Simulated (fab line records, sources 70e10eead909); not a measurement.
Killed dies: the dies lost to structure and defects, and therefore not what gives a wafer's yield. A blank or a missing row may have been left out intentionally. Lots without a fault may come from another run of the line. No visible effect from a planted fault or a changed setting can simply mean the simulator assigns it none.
Which of the tools did it? + flow nand_harc + Sampling: 11 lots, 33 wafers, 2 of 1302 route steps

== WHAT EACH GAUGE READ, for each wafer ==
NHARC_P_M2_INSPECT_11.
| lot  | measured     | on                | raw_defect_count |
|------|--------------|-------------------|------------------|
| L762 | day 6 23:59  | defect_inspect-01 | 8 4 6            |
| L764 | day 7 15:12  | defect_inspect-02 | 4 5 6            |
| L765 | day 8 06:45  | defect_inspect-01 | 977 1004 1038    |
| L767 | day 9 05:29  | defect_inspect-01 | 4 3 4            |
| L768 | day 9 05:31  | defect_inspect-02 | 1042 1049 1044   |
| L776 | day 12 18:48 | defect_inspect-01 | 1 6 2            |
| L775 | day 12 19:52 | defect_inspect-02 | 1 6 5            |
| L778 | day 13 20:49 | defect_inspect-02 | 8 6 4            |
| L779 | day 13 21:38 | defect_inspect-02 | 9 5 7            |
| L780 | day 14 08:11 | defect_inspect-02 | 9 6 1            |
| L783 | day 15 17:17 | defect_inspect-01 | 7 5 4            |

== WHICH TOOL RAN EACH LOT (tool, then ch and the chambers of the sampled wafers, then the start) ==
| lot  | NHARC_P_M1_DEP_33               |
|------|---------------------------------|
| L762 | pecvd-04 ch 0,1,2, day 6 22:47  |
| L764 | pecvd-01 ch 0,1,2, day 7 13:58  |
| L765 | pecvd-01 ch 0,2, day 8 05:28    |
| L767 | pecvd-04 ch 0,1,2, day 9 03:14  |
| L768 | pecvd-01 ch 1,2, day 9 04:03    |
| L776 | pecvd-01 ch 0,1, day 12 17:25   |
| L775 | pecvd-04 ch 0,1,2, day 12 18:30 |
| L778 | pecvd-03 ch 0,1,2, day 13 19:26 |
| L779 | pecvd-04 ch 0,2, day 13 20:16   |
| L780 | pecvd-04 ch 1,2, day 14 06:51   |
| L783 | pecvd-01 ch 0,1, day 15 15:54   |
- NHARC_P_M1_DEP_33: deposits SiCN, target thk 30 nm.

== THE ANSWER, worked out from the rows above alone ==
Rule: the lots themselves supply what counts as usual. The widest of any qualifying gaps counts: lots, ordered by their means at a reading, are off when they make up no more than a third of the lots, leave a main group of 4 or more, and stand apart from it by 3 or more times the standard deviation of that group's means. A main group is skipped when, at the precision printed for the reading in the tables above, its means are all equal. Also off: a lot with no number at a reading for which 4 or more lots have one. Where the step has rows for the other lots, those lots are counted as sound.
Off, at NHARC_P_M2_INSPECT_11 on raw_defect_count: L765, L768. The main group has a mean of 5.0 with a standard deviation of 1.2.
A tool fits if, at a process step before that reading, it ran every lot that is off, and no sound lot after the first of them. The gauges at NHARC_P_M2_INSPECT_11 are tried like those tools. Of those tried, none fits.

== WHAT THE SIMULATOR PUT IN ==
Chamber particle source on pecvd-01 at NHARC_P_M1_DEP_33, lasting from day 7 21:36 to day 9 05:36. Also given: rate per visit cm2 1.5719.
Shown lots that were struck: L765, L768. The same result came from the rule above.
